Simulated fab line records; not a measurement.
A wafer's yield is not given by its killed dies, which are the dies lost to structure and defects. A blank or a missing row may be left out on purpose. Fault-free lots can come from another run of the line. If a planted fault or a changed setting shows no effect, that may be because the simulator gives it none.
fab line records	flow nand-harc	part 1 of 2: steps 1 to 4 of 6
record lots=21	wafers=63	last-day=27
route steps=1159 shown A_STAIRCASE@552
lots untouched by any fault: they come from a run of this same line in which no faults occurred
start-h: hours from the record's opening day to when the first of the lot's shown wafers began	wait-h: how many hours have passed since the lot's step before this one	" unchanged from the row above	L1.1+2: a single row standing in for several wafers	- value missing, or start not given	* or withheld: withheld	< > ~ a bound
route shown NAME@n: a module of which the file shows steps, and the number in the route of the first	usual: mean/standard deviation of fault-free wafers	same: alike in all rows	chamber/n: place in a boat	sites: the reading at each site	_std_site: standard deviation across them	_edge_site: outer sites' mean less inner sites'	radius-mm: for every site, how far away it sits from the centre of the wafer	mask NAME#n: copy n	behind: tool/chamber where the wafer was last shaped	hold: reason for holding the lot/hours on hold/outcome of the hold	device: transistor that didn't switch, given as n, p or np	end of line: the route-end tests of the same wafers	for a step that has no rows: nothing shown but its recipe	killed: dies that structure and defects cost at the first sort, which is not the same as the wafer's yield	map: shows each die of a wafer: x if killed, . if not, _ if none is there
set.NAME: the setting that was run; set.NAME@STEP: the one run at that earlier step	model.NAME: the simulator's own value behind a step, which no gauge read
one table for each step of the route and one row for each wafer, over a sample of lots
services: a tool's chamber out of use, with start hour (start-h, from the record's first day; less than 0 if before it), hours out, and reason
## steps
# step NHARC_A_STAIRCASE_TRIM_16
# recipe time-s=211.2	o2-flow-sccm=500	ar-flow-sccm=0	bias-w=0	chemistry=O2
# usual drypump-motor-current-A=5.5/0.4	oes-product-au=1.001/0.009	rf-vpp-V=57.8/0.97	showerhead-plenum-p-Torr=3.50/0.15	throttle-valve-pct=17.037/0.01
# same bias-w=0
lot.wafer	tool	chamber	start-h	wait-h	drypump-motor-current-A	oes-product-au	rf-hours-counter-h	rf-vpp-V	showerhead-plenum-p-Torr	throttle-valve-pct
L074.1	rie-diel-09	1	-	-	5.4	0.997	52	57.7	3.28	17.041
L074.6	"	3	"	"	5.2	1.004	-	55.6	3.56	17.038
L074.5	"	0	"	"	4.9	1.004	-	57.5	3.37	17.037
L075.3	rie-diel-11	0	-	-	5.5	1.013	17	57.5	3.33	17.038
L075.2	"	1	"	"	5.7	1.004	15	56.2	3.58	17.055
L075.6	"	3	"	"	5.8	1.011	-	59.8	3.46	17.041
L077.4	rie-diel-09	0	-	-	4.9	1.009	63	59.1	3.36	17.027
L077.1	"	2	"	"	5.3	0.989	65	58.3	3.56	17.034
L077.6	"	3	"	"	5.2	1.013	-	59.1	3.56	17.036
L078.1	rie-diel-11	1	-	-	5.7	1.010	16	58.1	3.57	17.021
L078.4	"	2	"	"	5.8	1.014	19	57.1	3.47	17.044
L078.5	"	3	"	"	5.7	1.010	-	60.0	3.46	17.020
L079.4	rie-diel-13	1	-	-	5.4	0.989	55	58.2	3.45	17.027
L079.6	"	2	"	"	5.7	0.999	-	57.8	3.33	17.029
L079.5	"	3	"	"	6.5	0.989	-	56.7	3.27	17.043
L082.4	rie-diel-09	3	-	-	5.2	1.009	7	55.6	3.55	17.030
L082.2	"	2	"	"	5.3	0.995	7	59.4	3.56	17.035
L082.6	"	0	"	"	4.8	0.992	-	57.8	3.36	17.060
L080.2	rie-diel-11	0	-	-	5.5	1.008	36	58.5	3.32	17.057
L080.4	"	1	"	"	5.7	1.000	33	58.4	3.57	17.039
L080.1	"	2	"	"	5.8	1.000	36	57.2	3.46	17.038
L084.1	rie-diel-13	3	-	-	6.5	0.998	3	58.4	3.81	17.015
L084.3	"	1	"	"	5.4	0.995	4	58.9	3.45	17.041
L084.5	"	3	"	"	6.5	1.009	-	59.5	3.81	17.027
L086.2	rie-diel-13	0	-	-	5.4	0.999	9	56.9	3.59	17.043
L086.4	"	1	"	"	5.3	0.998	10	56.9	3.44	17.022
L086.6	"	0	"	"	5.4	1.007	-	59.3	3.59	17.039
L088.2	rie-diel-09	3	-	-	5.3	0.998	18	59.2	3.55	17.039
L088.5	"	2	"	"	5.3	0.992	-	57.8	3.55	17.047
L088.6	"	3	"	"	5.3	0.999	-	57.3	3.55	17.041
L085.4	rie-diel-09	2	-	-	5.3	0.987	16	58.1	3.55	17.049
L085.6	"	0	"	"	4.9	1.003	-	58.2	3.35	17.034
L085.5	"	1	"	"	5.4	0.989	-	58.8	3.80	17.039
L087.4	rie-diel-13	3	-	-	6.5	0.995	14	57.0	3.80	17.058
L087.6	"	2	"	"	5.7	1.013	-	57.5	3.32	17.046
L087.5	"	3	"	"	6.5	1.006	-	58.9	3.80	17.051
L089.2	rie-diel-13	3	-	-	6.6	0.994	16	59.8	3.80	17.029
L089.3	"	2	"	"	5.7	1.001	17	57.2	3.32	17.058
L089.6	"	0	"	"	5.5	0.999	-	58.9	3.59	17.041
L090.1	rie-diel-11	2	-	-	5.8	1.005	51	56.7	3.45	17.038
L090.2	"	1	"	"	5.7	1.001	48	57.9	3.56	17.024
L090.5	"	2	"	"	5.8	1.007	-	57.2	3.45	17.046
L091.1	rie-diel-09	0	-	-	4.8	1.000	29	58.4	3.34	17.036
L091.3	"	2	"	"	5.3	0.998	25	55.7	3.55	17.028
L091.4	"	3	"	"	5.2	1.001	31	58.9	3.54	17.027
L092.2	rie-diel-09	2	-	-	5.3	0.998	26	58.8	3.55	17.040
L092.5	"	0	"	"	4.9	0.999	-	57.2	3.34	17.046
L092.6	"	1	"	"	5.4	0.990	-	59.3	3.79	17.037
L094.1	rie-diel-11	0	-	-	5.5	1.005	55	56.7	3.31	17.053
L094.5	"	0	"	"	5.5	1.010	-	57.7	3.31	17.048
L094.6	"	1	"	"	5.7	0.998	-	57.0	3.56	17.036
L093.1	rie-diel-09	2	-	-	5.3	0.996	27	56.9	3.55	17.048
L093.2	"	1	"	"	5.4	1.005	25	58.3	3.79	17.018
L093.5	"	1	"	"	5.4	0.994	-	58.8	3.79	17.034
L096.2	rie-diel-11	1	-	-	5.7	1.008	58	58.8	3.55	17.026
L096.5	"	3	"	"	5.8	1.010	-	58.3	3.44	17.053
L096.6	"	0	"	"	5.5	1.009	-	59.0	3.31	17.046
L095.2	rie-diel-11	0	-	-	5.5	1.018	62	58.6	3.31	17.031
L095.1	"	1	"	"	5.7	1.000	58	58.0	3.55	17.044
L095.6	"	3	"	"	5.8	0.996	-	57.8	3.44	17.026
L097.3	rie-diel-09	0	-	-	4.8	0.996	37	58.9	3.34	17.045
L097.4	"	1	"	"	5.4	0.996	36	58.7	3.79	17.035
L097.6	"	0	"	"	4.9	0.994	-	58.1	3.34	17.040
# step NHARC_A_STAIRCASE_ETCH_25
# recipe target-depth-a=1000	time-s=40.5	ion-energy-ev=400	c4f8-flow-sccm=20	o2-flow-sccm=10	ar-flow-sccm=withheld	rf-w=600	bias-w=1000	chemistry=C4F8/O2
# usual bias-w=1000/3.2	oes-product-au=0.943/0.01	rf-fwd-power-W=591.8/2.6	rf-vpp-V=895/5.4
lot.wafer	tool	chamber	start-h	wait-h	bias-w	oes-product-au	rf-fwd-power-W	rf-hours-counter-h	rf-vpp-V
L074.1	rie-diel-11	3	-	-	998	0.944	587.9	9	895
L074.5	"	0	"	"	1001	0.937	593.1	-	889
L074.6	"	1	"	"	1003	0.948	592.5	-	898
L075.2	rie-diel-09	2	-	-	999	0.926	590.8	66	897
L075.3	"	3	"	"	1003	0.943	589.2	65	896
L075.6	"	2	"	"	999	0.932	591.1	-	896
L077.4	rie-diel-09	3	-	-	1003	0.931	589.4	65	896
L077.1	"	2	"	"	998	0.928	591.6	66	897
L077.6	"	3	"	"	1005	0.927	587.0	-	899
L078.1	rie-diel-11	1	-	-	1000	0.934	591.6	19	897
L078.4	"	0	"	"	998	0.939	593.4	21	888
L078.5	"	1	"	"	1004	0.928	589.5	-	897
L079.4	rie-diel-11	0	-	-	994	0.942	592.1	23	889
L079.5	"	2	"	"	995	0.929	596.0	-	895
L079.6	"	3	"	"	995	0.927	593.7	-	895
L082.4	rie-diel-11	2	-	-	1003	0.948	595.0	32	895
L082.2	"	0	"	"	1000	0.938	593.1	33	888
L082.6	"	2	"	"	1000	0.945	590.9	-	894
L080.1	rie-diel-09	3	-	-	997	0.948	589.0	11	897
L080.2	"	2	"	"	996	0.932	588.9	8	897
L080.4	"	2	"	"	997	0.937	588.0	-	896
L084.3	rie-diel-11	2	-	-	1004	0.942	593.0	38	893
L084.1	"	3	"	"	1002	0.944	591.0	38	893
L084.5	"	2	"	"	1002	0.934	592.4	-	892
L088.2	rie-diel-09	0	-	-	1001	0.938	592.5	17	889
L088.6	"	0	"	"	999	0.929	591.9	-	889
L088.5	"	1	"	"	1000	0.939	589.4	-	906
L086.4	rie-diel-13	3	-	-	1002	0.938	596.3	9	905
L086.2	"	1	"	"	1001	0.931	588.9	10	894
L086.6	"	3	"	"	1007	0.939	596.0	-	906
L085.4	rie-diel-13	3	-	-	1001	0.939	591.2	10	904
L085.5	"	0	"	"	1001	0.960	588.2	-	899
L085.6	"	1	"	"	992	0.945	591.3	-	894
L087.4	rie-diel-09	0	-	-	1004	0.942	589.6	26	890
L087.5	"	0	"	"	1000	0.954	587.9	-	888
L087.6	"	1	"	"	1001	0.941	594.3	-	906
L089.3	rie-diel-09	0	-	-	999	0.955	595.1	28	889
L089.2	"	2	"	"	1000	0.943	590.5	24	895
L089.6	"	1	"	"	1005	0.948	593.1	-	905
L090.2	rie-diel-11	0	-	-	997	0.946	597.5	51	888
L090.1	"	1	"	"	994	0.943	590.3	48	898
L090.5	"	0	"	"	1001	0.943	594.9	-	889
L091.4	rie-diel-13	1	-	-	1002	0.940	593.1	20	892
L091.1	"	2	"	"	1005	0.952	590.9	20	888
L091.3	"	3	"	"	999	0.966	592.2	19	905
L092.2	rie-diel-09	0	-	-	1001	0.926	595.2	30	889
L092.5	"	1	"	"	996	0.945	592.0	-	905
L092.6	"	2	"	"	1001	0.946	591.4	-	897
L094.1	rie-diel-13	3	-	-	1001	0.930	593.0	21	905
L094.6	"	2	"	"	995	0.953	593.1	-	887
L094.5	"	3	"	"	1001	0.936	593.9	-	906
L093.2	rie-diel-09	2	-	-	998	0.933	589.6	28	897
L093.1	"	1	"	"	1000	0.928	592.6	25	905
L093.5	"	2	"	"	998	0.940	590.9	-	897
L096.2	rie-diel-13	0	-	-	1002	0.952	587.6	28	898
L096.5	"	1	"	"	1005	0.961	590.1	-	893
L096.6	"	2	"	"	996	0.971	593.1	-	888
L095.2	rie-diel-11	2	-	-	1003	0.951	593.1	63	893
L095.1	"	1	"	"	1003	0.960	593.8	59	898
L095.6	"	2	"	"	1005	0.950	591.0	-	894
L097.4	rie-diel-13	3	-	-	1002	0.952	591.9	34	904
L097.3	"	0	"	"	998	0.956	588.7	34	899
L097.6	"	2	"	"	1000	0.964	592.2	-	888
# step NHARC_A_STAIRCASE_ETCH_27
# recipe target-depth-a=1000	time-s=40.5	ion-energy-ev=400	c4f8-flow-sccm=20	o2-flow-sccm=10	ar-flow-sccm=withheld	rf-w=600	bias-w=1000	chemistry=C4F8/O2
# usual bias-w=1000.0/2.9	oes-product-au=0.944/0.0097	rf-fwd-power-W=591.7/2	rf-vpp-V=895/5.4
lot.wafer	tool	chamber	start-h	wait-h	bias-w	oes-product-au	rf-fwd-power-W	rf-hours-counter-h	rf-vpp-V
L074.1	rie-diel-11	1	-	-	997.0	0.951	591.6	9	899
L074.6	"	2	"	"	997.3	0.942	591.0	-	895
L074.5	"	3	"	"	997.8	0.939	589.6	-	895
L075.3	rie-diel-09	3	-	-	997.9	0.920	587.7	65	896
L075.2	"	1	"	"	1000.6	0.944	594.0	64	887
L075.6	"	3	"	"	998.2	0.920	590.7	-	897
L077.4	rie-diel-09	0	-	-	997.7	0.936	596.2	64	890
L077.1	"	1	"	"	1000.1	0.932	594.1	64	887
L077.6	"	0	"	"	1000.4	0.935	593.2	-	890
L078.1	rie-diel-11	1	-	-	999.9	0.944	589.2	19	896
L078.4	"	0	"	"	997.7	0.939	594.9	22	888
L078.5	"	1	"	"	1001.7	0.942	590.4	-	897
L079.4	rie-diel-11	3	-	-	1001.5	0.961	590.2	24	893
L079.5	"	0	"	"	996.2	0.948	595.5	-	890
L079.6	"	1	"	"	1000.3	0.933	594.6	-	898
L082.4	rie-diel-11	1	-	-	1000.6	0.950	590.5	31	896
L082.2	"	2	"	"	995.5	0.968	593.9	32	893
L082.6	"	1	"	"	1000.6	0.944	592.1	-	897
L080.1	rie-diel-09	0	-	-	1002.3	0.941	595.4	9	890
L080.2	"	2	"	"	1004.9	0.941	589.1	9	898
L080.4	"	3	"	"	1001.5	0.949	591.9	-	897
L084.3	rie-diel-11	0	-	-	1002.0	0.952	595.0	39	890
L084.1	"	2	"	"	1000.5	0.970	593.2	38	892
L084.5	"	3	"	"	999.2	0.968	590.3	-	893
L088.2	rie-diel-09	2	-	-	999.8	0.940	591.1	16	897
L088.6	"	0	"	"	996.3	0.947	591.5	-	889
L088.5	"	1	"	"	1002.9	0.937	589.6	-	908
L086.4	rie-diel-13	0	-	-	1002.1	0.942	589.4	9	897
L086.2	"	3	"	"	1000.6	0.939	592.0	9	905
L086.6	"	0	"	"	1001.3	0.938	593.4	-	898
L085.4	rie-diel-13	3	-	-	1000.6	0.939	590.2	10	905
L085.5	"	3	"	"	1001.5	0.934	590.5	-	907
L085.6	"	0	"	"	999.3	0.952	591.3	-	897
L087.4	rie-diel-09	3	-	-	1001.8	0.949	589.0	28	896
L087.6	"	1	"	"	995.6	0.933	594.7	-	905
L087.5	"	2	"	"	1002.2	0.940	588.4	-	897
L089.2	rie-diel-09	1	-	-	1003.6	0.955	593.8	21	906
L089.3	"	3	"	"	1000.9	0.946	590.0	29	896
L089.6	"	0	"	"	1005.6	0.951	592.2	-	889
L090.2	rie-diel-11	1	-	-	998.4	0.938	589.8	49	897
L090.1	"	0	"	"	1000.1	0.948	593.9	51	887
L090.5	"	2	"	"	1004.8	0.945	592.2	-	894
L091.1	rie-diel-13	0	-	-	998.8	0.964	590.3	19	897
L091.4	"	1	"	"	999.2	0.952	591.5	20	892
L091.3	"	2	"	"	1003.3	0.947	590.8	20	889
L092.2	rie-diel-09	1	-	-	996.4	0.941	591.2	23	904
L092.6	"	0	"	"	1000.9	0.937	594.5	-	889
L092.5	"	1	"	"	1000.6	0.937	590.3	-	906
L094.1	rie-diel-13	1	-	-	1000.7	0.945	591.5	23	891
L094.6	"	0	"	"	994.0	0.948	591.5	-	898
L094.5	"	1	"	"	998.9	0.933	594.4	-	893
L093.1	rie-diel-09	2	-	-	1001.1	0.943	594.4	28	896
L093.2	"	1	"	"	999.3	0.933	593.7	25	906
L093.5	"	3	"	"	998.3	0.936	587.0	-	896
L095.1	rie-diel-11	2	-	-	998.8	0.954	593.4	63	893
L095.2	"	3	"	"	1002.4	0.966	588.2	64	893
L095.6	"	2	"	"	1005.5	0.952	592.0	-	893
L096.2	rie-diel-13	1	-	-	995.3	0.935	588.2	29	892
L096.5	"	1	"	"	995.1	0.945	591.7	-	891
L096.6	"	2	"	"	998.6	0.946	591.0	-	886
L097.4	rie-diel-13	0	-	-	1002.2	0.948	589.7	34	897
L097.3	"	1	"	"	1001.2	0.941	592.3	35	893
L097.6	"	3	"	"	999.9	0.943	592.7	-	905
# step NHARC_A_STAIRCASE_TRIM_193
# recipe time-s=211.2	o2-flow-sccm=500	ar-flow-sccm=0	bias-w=0	chemistry=O2
# usual drypump-motor-current-A=5.6/0.39	oes-product-au=1.002/0.0086	rf-vpp-V=57.8/0.86	showerhead-plenum-p-Torr=3.49/0.14	throttle-valve-pct=17.037/0.0093
# same bias-w=0
lot.wafer	tool	chamber	start-h	wait-h	drypump-motor-current-A	oes-product-au	rf-hours-counter-h	rf-vpp-V	showerhead-plenum-p-Torr	throttle-valve-pct
L074.1	rie-diel-09	2	-	-	5.3	0.987	55	57.8	3.57	17.047
L074.5	"	1	"	"	5.4	1.001	-	56.6	3.28	17.047
L074.6	"	2	"	"	5.3	0.989	-	57.7	3.57	17.042
L075.3	rie-diel-13	1	-	-	5.4	0.993	53	59.2	3.45	17.023
L075.2	"	0	"	"	5.5	0.996	53	56.7	3.60	17.025
L075.6	"	2	"	"	5.7	0.998	-	56.8	3.34	17.040
L077.4	rie-diel-13	1	-	-	5.4	0.988	54	56.6	3.45	17.050
L077.1	"	2	"	"	5.7	0.998	54	58.3	3.34	17.049
L077.6	"	0	"	"	5.5	0.982	-	58.0	3.60	17.037
L078.1	rie-diel-13	0	-	-	5.5	0.981	56	57.3	3.60	17.040
L078.4	"	1	"	"	5.4	0.993	57	57.3	3.45	17.033
L078.5	"	3	"	"	6.6	0.997	-	56.3	3.27	17.034
L079.4	rie-diel-11	3	-	-	5.8	0.996	25	57.1	3.46	17.046
L079.5	"	1	"	"	5.7	1.010	-	57.5	3.57	17.028
L079.6	"	2	"	"	5.8	1.003	-	57.4	3.46	17.026
L082.2	rie-diel-11	2	-	-	5.8	1.006	35	59.2	3.46	17.031
L082.4	"	0	"	"	5.5	0.998	35	57.1	3.33	17.037
L082.6	"	3	"	"	5.7	1.007	-	57.8	3.45	17.027
L080.1	rie-diel-13	0	-	-	5.4	1.007	4	57.9	3.59	17.016
L080.2	"	1	"	"	5.4	1.016	5	57.1	3.45	17.010
L080.4	"	3	"	"	6.6	1.006	4	58.8	3.81	17.033
L084.1	rie-diel-09	0	-	-	4.8	1.001	12	57.7	3.35	17.025
L084.3	"	2	"	"	5.3	1.000	11	59.4	3.56	17.034
L084.5	"	0	"	"	4.9	1.001	-	57.2	3.35	17.051
L088.2	rie-diel-13	0	-	-	5.5	1.008	10	57.7	3.59	17.045
L088.6	"	0	"	"	5.4	1.000	-	56.8	3.59	17.023
L088.5	"	1	"	"	5.4	1.002	-	57.6	3.44	17.026
L086.4	rie-diel-11	0	-	-	5.5	1.009	46	55.3	3.32	17.024
L086.2	"	1	"	"	5.7	1.001	42	57.6	3.56	17.034
L086.6	"	3	"	"	5.8	0.997	-	58.5	3.45	17.029
L085.4	rie-diel-09	3	-	-	5.3	1.006	22	58.9	3.54	17.037
L085.5	"	0	"	"	4.8	1.002	-	58.5	3.35	17.033
L085.6	"	1	"	"	5.4	0.999	-	57.4	3.80	17.049
L087.4	rie-diel-13	3	-	-	6.6	0.998	15	58.2	3.80	17.040
L087.5	"	0	"	"	5.5	1.012	-	58.3	3.59	17.048
L087.6	"	1	"	"	5.4	1.007	-	56.3	3.44	17.040
L089.3	rie-diel-11	1	-	-	5.7	1.005	49	58.1	3.56	17.043
L089.2	"	2	"	"	5.8	1.015	52	57.6	3.45	17.035
L089.6	"	1	"	"	5.7	1.008	-	56.7	3.56	17.032
L090.2	rie-diel-13	0	-	-	5.4	1.012	17	58.0	3.58	17.040
L090.1	"	2	"	"	5.7	1.000	18	57.6	3.32	17.037
L090.5	"	1	"	"	5.3	1.002	-	57.0	3.44	17.031
L091.4	rie-diel-13	3	-	-	6.5	0.985	19	58.1	3.80	17.049
L091.1	"	0	"	"	5.4	1.011	20	58.2	3.58	17.048
L091.3	"	1	"	"	5.4	0.999	21	58.1	3.44	17.042
L092.2	rie-diel-13	2	-	-	5.7	1.016	21	58.2	3.32	17.051
L092.6	"	0	"	"	5.5	1.012	-	58.0	3.58	17.041
L092.5	"	1	"	"	5.4	1.003	-	58.3	3.44	17.044
L094.1	rie-diel-11	1	-	-	5.7	1.018	54	57.7	3.55	17.039
L094.6	"	1	"	"	5.7	1.012	-	57.5	3.55	17.039
L094.5	"	2	"	"	5.8	1.001	-	57.4	3.45	17.034
L093.2	rie-diel-09	1	-	-	5.4	0.990	30	59.4	3.79	17.044
L093.1	"	2	"	"	5.3	0.999	33	57.0	3.54	17.033
L093.5	"	3	"	"	5.3	1.009	-	59.1	3.53	17.042
L095.2	rie-diel-13	0	-	-	5.5	1.007	29	57.3	3.58	17.053
L095.1	"	1	"	"	5.3	1.002	30	57.3	3.43	17.029
L095.6	"	0	"	"	5.4	1.012	-	56.8	3.58	17.041
L096.2	rie-diel-13	3	-	-	6.6	1.009	28	57.8	3.79	17.036
L096.6	"	1	"	"	5.4	1.008	-	57.8	3.43	17.029
L096.5	"	2	"	"	5.7	1.007	-	57.0	3.32	17.064
L097.3	rie-diel-09	1	-	-	5.4	0.985	38	59.0	3.79	17.027
L097.4	"	3	"	"	5.3	1.001	43	57.7	3.53	17.045
L097.6	"	0	"	"	4.8	0.992	-	59.2	3.34	17.039
